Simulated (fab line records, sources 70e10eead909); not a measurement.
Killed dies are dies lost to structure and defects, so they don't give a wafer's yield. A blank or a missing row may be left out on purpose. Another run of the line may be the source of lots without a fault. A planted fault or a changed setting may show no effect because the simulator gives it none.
Comparing a struck lot with a sound one | flow nand harc | 14 out of 1159 route steps
Sound: these wafers, L429.1, L429.4, L429.5. Struck: wafer L434.5 (left out: L434.3, L434.4 of the same lot, which were not struck); the cause appears at the end.
Order at every step that has rows: each side's tool, ch and its chambers, its first start. Under that, the readings that differ: sound wafers | struck wafers | difference of the means | sigmas: that difference in standard deviations of wafers without a fault.
alike: words and numbers the same on both sides, and readings whose means are apart by under 2 such deviations; not compared: readings that were withheld, readings missing a value for some wafer, numbers with overlapping values and no deviation given by the record, and bounds like >300 which may hide the same value.
Wherever a step has rows on one side only, a row that says differs or no value, or a row with sigmas, the two part there. Numbers that don't overlap but have no deviation are shown without sigmas and don't part them. A reading missing from all wafers of one side parts the sides only when that side holds two or more wafers.

first, 4 steps without rows for these wafers: NHARC_A_WL_FILL_STRIP_28 (strips in post etch residue remover, time 1200 s); NHARC_A_WL_FILL_PRECLEAN_06 (cleans in DIW, time 300 s); NHARC_A_WL_FILL_SRD_07; NHARC_A_WL_FILL_ANNEAL_08 (time 1800 s).
NHARC_A_WL_FILL_ALD_10: deposits SiO2, target thk 50 nm, pulse time 10 s, ald cycles 500.
  sound on ald hk-01 ch 0,1,3, day 15 11:56; struck on ald hk-04 ch 3, day 16 19:41
  alike: heater power w, precursor pulse height rel
NHARC_A_WL_FILL_ETCHBACK_16: etches the open film in C4F8/O2/Ar, target depth 88 nm, time 17.6 s.
  sound: rie diel-03 ch 0,1,3; struck: rie diel-08 ch 0
  alike: chamber pressure mTorr, oes product au, rf vpp V
  not compared: rf hours counter h
NHARC_A_WL_FILL_STRIP_29: strips in O2, time 20 s.
  sound on rie diel-03 ch 2,3, day 15 15:38; struck on rie diel-08 ch 2, day 16 22:22
  reading                        | sound             | struck | difference | sigmas
  chamber pressure mTorr (mTorr) | 59.89 59.89 59.91 | 60.08  | +0.18      | +3
  alike: drypump motor current A, oes product au, rf vpp V, showerhead plenum p Torr, throttle valve pct
  not compared: rf hours counter h
NHARC_A_WL_FILL_ETCHBACK_17: etches the open film in Cl2/BCl3, target depth 4 nm, time 26.7 s.
  sound on rie metal-01 ch 0,1, day 15 15:44; struck on rie metal-03 ch 1, day 16 22:32
  alike: chamber pressure mTorr, drypump motor current A, oes product au
  not compared: rf hours counter h
then, 3 steps without rows for these wafers: NHARC_A_WL_FILL_PRECLEAN_18 (cleans in dHF, time 30 s); NHARC_A_WL_FILL_SRD_21; NHARC_A_WL_FILL_CVD_23 (deposits poly-Si, target thk 40 nm, time 800 s).
NHARC_A_WL_FILL_ETCHBACK_26: etches the open film in HBr, target depth 52 nm, time 13.3 s.
  sound on rie si-02 ch 1,2, day 15 19:43; struck on rie si-05 ch 0, day 17 03:49
  reading               | sound             | struck | difference | sigmas
  oes product au (a.u.) | 1.002 0.992 0.996 | 1.241  | +0.244     | +31
  alike: chamber pressure mTorr, drypump motor current A, throttle valve pct
  not compared: rf hours counter h
then, 1 step without rows for these wafers: NHARC_A_WL_FILL_PRECLEAN_30 (cleans in dHF, time 10 s).
NHARC_END_SORT_01:
  the record has rows for the sound wafers here (prober-02 ch 0, day 20 05:40) and none for the struck ones

WHERE THEY PART
Earliest at NHARC_A_WL_FILL_STRIP_29; latest, in this record, at NHARC_END_SORT_01.

WHY: the cause the simulator had injected
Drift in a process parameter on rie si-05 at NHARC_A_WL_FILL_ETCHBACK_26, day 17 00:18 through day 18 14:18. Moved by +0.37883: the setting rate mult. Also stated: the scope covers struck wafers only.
